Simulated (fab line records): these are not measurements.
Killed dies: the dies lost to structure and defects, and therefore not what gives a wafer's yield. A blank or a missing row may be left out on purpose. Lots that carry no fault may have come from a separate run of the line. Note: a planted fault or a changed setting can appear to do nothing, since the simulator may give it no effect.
Struck lot and sound lot, side by side | flow nandHarc | 14 steps out of a route of 1159
Sound: wafers L172.3, L172.4, L172.5. Struck: wafer L161.1; the same lot's L161.2 was not struck, so it is left out; see the end for the cause.
Order at every step that has rows: each side's tool, ch and its chambers, its first start. Under that, the readings that differ: sound wafers | struck wafers | difference of the means | sigmas: that difference in standard deviations of wafers without a fault.
alike: words and numbers the same on both sides, and readings whose means are apart by under 2 such deviations; not compared: readings that were withheld, readings missing a value for some wafer, numbers with overlapping values and no deviation given by the record, and bounds like >300 which may hide the same value.
Wherever a step has rows on one side only, a row that says differs or no value, or a row with sigmas, the two part there. Numbers that don't overlap but have no deviation are shown without sigmas and don't part them. Lack of a reading on every wafer of one side parts them only where that side has two or more wafers.

first, 6 steps without rows for these wafers: NHARC_P_CONTACT_COAT_06 (resist thk 90 nm); NHARC_P_CONTACT_SOFTBAKE_07 (time 55 s); NHARC_P_CONTACT_EBR_08; NHARC_P_CONTACT_EXPOSE_09 (exposes mask P CA, target cd 90 nm); NHARC_P_CONTACT_PEB_10 (peb time 65 s); NHARC_P_CONTACT_DEVELOP_11 (develop time 35 s).
NHARC_P_CONTACT_CD_MEAS_12 targets a cd of 90 nm.
  sound on cdSem-03 ch 0, day 10 15:08; struck on cdSem-01 ch 0, day 7 18:53
  alike: cdNm
NHARC_P_CONTACT_OVL_MEAS_13:
  sound on overlay-01, day 10 15:13; struck on overlay-02, day 7 18:59
  alike: overlayXNm, overlayYNm
NHARC_P_CONTACT_INSPECT_14:
  sound on defectInspect-02, day 10 15:15; struck on defectInspect-02, day 7 19:01
  alike: rawDefectCount
NHARC_P_CONTACT_DESCUM_17: chemistry O2, time 3 s.
  sound on rieDiel-06 ch 0,1,3, day 10 15:20; struck on rieDiel-09 ch 0, day 7 19:05
  alike: drypumpMotorCurrentA, oesProductAu, rfVppV, showerheadPlenumPTorr, throttleValvePct
  not compared: rfHoursCounterH
NHARC_P_CONTACT_ETCH_35: etches the open film in CF4, target depth 39 nm, time 65 s.
  sound on rieDiel-06 ch 0,3, day 10 15:23; struck on rieDiel-09 ch 2, day 7 19:10
reading        | sound          | struck | difference | sigmas
runLengthS (s) | 87.6 86.5 86.2 | 85.6   | -1.2       | -3
  alike: drypumpMotorCurrentA, oesProductAu, rfVppV, showerheadPlenumPTorr, throttleValvePct
  not compared: rfHoursCounterH
NHARC_P_CONTACT_ETCH_36: etches the open film in N2/H2, target depth 260 nm, time 406.25 s.
  sound on rieDiel-06 ch 0,2,3; struck on rieDiel-09 ch 2
reading              | sound                | struck | difference | sigmas
throttleValvePct (%) | 14.180 14.179 14.178 | 14.156 | -0.023     | -2
  alike: drypumpMotorCurrentA, oesProductAu, rfVppV, runLengthS, showerheadPlenumPTorr
  not compared: rfHoursCounterH
NHARC_P_CONTACT_ETCH_18: etches the open film in C4F8/O2/Ar, target depth 481 nm, time 240.5 s.
  sound on rieDiel-06 ch 0,1,3, day 10 15:49; struck on rieDiel-09 ch 2, day 7 19:34
reading        | sound             | struck | difference | sigmas
runLengthS (s) | 262.1 262.4 261.9 | 200.1  | -62.0      | -99 or more
  alike: oesProductAu, rfVppV
  not compared: rfHoursCounterH
then, 1 step without rows for these wafers: NHARC_P_CONTACT_STRIP_37 (strips in C4F8/O2/Ar).

## WHERE THEY PART
Earliest at NHARC_P_CONTACT_ETCH_35; latest, in this record, at NHARC_P_CONTACT_ETCH_18.

WHY: what the simulator had put in
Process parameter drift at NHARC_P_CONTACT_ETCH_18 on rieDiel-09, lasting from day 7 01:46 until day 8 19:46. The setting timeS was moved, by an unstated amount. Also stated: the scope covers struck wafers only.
